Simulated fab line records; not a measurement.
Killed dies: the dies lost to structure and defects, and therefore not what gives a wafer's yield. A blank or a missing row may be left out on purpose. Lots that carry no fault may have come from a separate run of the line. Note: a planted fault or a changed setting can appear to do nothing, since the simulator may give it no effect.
A struck lot beside a sound one | flow n5-finfet | 18 steps out of a route of 1938
Sound: wafers L339.3, L339.4, L339.5. Struck: wafer L347.6 (left out: L347.2, a lot-mate that was not struck); the cause follows at the end.
For every step that has rows: the tool of each side, followed by ch and its chambers, followed by its first start. Under that, the readings that differ: sound wafers | struck wafers | difference of the means | sigmas: that difference in standard deviations of wafers without a fault.
alike: readings whose means differ by less than 2 such deviations, and words and numbers that are the same on both sides. not compared: withheld readings, readings that some wafer has no value for, bounds like >300 that may hide the same value, and numbers for which the record gives no deviation and whose values overlap.
The two part at a step that has a row with sigmas, a row that says differs or no value, or rows on one side only. Numbers that don't overlap but have no deviation are shown without sigmas and don't part them. A reading that every wafer of one side lacks parts them only if that side has two wafers or more.

first, 3 steps without rows for these wafers: N5_HKMG_FIN_WET_ETCH_65 (etches a-Si in TMAH, stops on TiN, time 49 s, target depth 3 nm); N5_HKMG_FIN_WET_ETCH_81 (etches TiN in SC1, stops on HfO2, time 57 s, target depth 6 nm); N5_HKMG_FIN_WET_ETCH_82 (etches La2O3 in dHCl, stops on HfO2, target depth 2 nm, rinse time 30 s).
N5_HKMG_FIN_ALD_36: deposits TiN, target thk 1 nm, pulse time 1 s, purge time 3 s.
  sound on ald-metal-02 ch 0,1,3, day 5 11:08; struck on ald-metal-02 ch 3, day 7 14:40
  alike: heater-power-w, precursor-pulse-height-rel
  not compared: since-wet-clean-h
N5_HKMG_FIN_THK_MEAS_70: measures by xrf.
  struck on film-metro-01, day 7 14:57; sound on film-metro-02, day 5 11:25
  alike: HK_THK
N5_HKMG_FIN_PWFM_ALD_03: deposits TiN, target thk 2 nm, pulse time 1 s, purge time 3 s.
  sound on ald-metal-01 ch 0,3, day 5 11:28; struck on ald-metal-04 ch 2, day 7 14:59
  reading            | sound       | struck | difference | sigmas
  heater-power-w (W) | 943 829 817 | 1024   | +161       | +2
  alike: precursor-pulse-height-rel
  not compared: since-wet-clean-h
then, 6 steps without rows for these wafers: N5_HKMG_FIN_COAT_29 (time 60 s, resist thk 300 nm); N5_HKMG_FIN_COAT_30 (time 60 s, resist thk 35 nm); N5_HKMG_FIN_COAT_06 (resist thk 90 nm); N5_HKMG_FIN_EBR_08; N5_HKMG_FIN_SOFTBAKE_07 (time 60 s); N5_HKMG_FIN_EXPOSE_09 (exposes mask NWFM).
N5_HKMG_FIN_PEB_10: peb time 60 s.
  sound on litho-track-01 ch 0, day 5 12:14; struck on litho-track-01 ch 0, day 7 15:38
then, 1 step without rows for these wafers: N5_HKMG_FIN_DEVELOP_11 (develop time 30 s).
N5_HKMG_FIN_CD_MEAS_12: target cd 92.8 nm.
  sound on cd-sem-01 ch 0, day 5 12:18; struck on cd-sem-02 ch 0, day 7 15:42
  reading    | sound          | struck | difference | sigmas
  cd-nm (nm) | 92.8 93.3 93.7 | 95.3   | +2.0       | +3
N5_HKMG_FIN_OVL_MEAS_13:
  sound on overlay-02 ch 0, day 5 12:19; struck on overlay-02 ch 0, day 7 15:44
  alike: NWFM_OVL
-- record jumps: 4 days separate the struck wafers' starts on either side; left off in module HKMG_FIN, taken up again in module BEOL_M4, whose first shown step is the route's number 1111 --
N5_BEOL_M4_RC_MEAS_101:
  sound on prober-01 ch 0, day 9 08:49; struck on prober-02 ch 0, day 11 16:33
  alike: DIBL_N, DIBL_P, IOFF_N, IOFF_P, ION_N, ION_P, SS_N, SS_P, VT_N, VT_P
-- the record jumps here: 4 days lie between the struck wafers' starts before and after (it left off in module BEOL_M4 and takes up again in module PASSIVATION, whose first step shown is number 1936 of the route) --
N5_PASSIVATION_PROBE_49:
  only the struck wafers here have rows in the record (prober-02, day 15 20:57); the sound ones have none

WHERE THEY PART
First at N5_HKMG_FIN_PWFM_ALD_03; last, within this record, at N5_PASSIVATION_PROBE_49.

WHY: what had been put in by the simulator
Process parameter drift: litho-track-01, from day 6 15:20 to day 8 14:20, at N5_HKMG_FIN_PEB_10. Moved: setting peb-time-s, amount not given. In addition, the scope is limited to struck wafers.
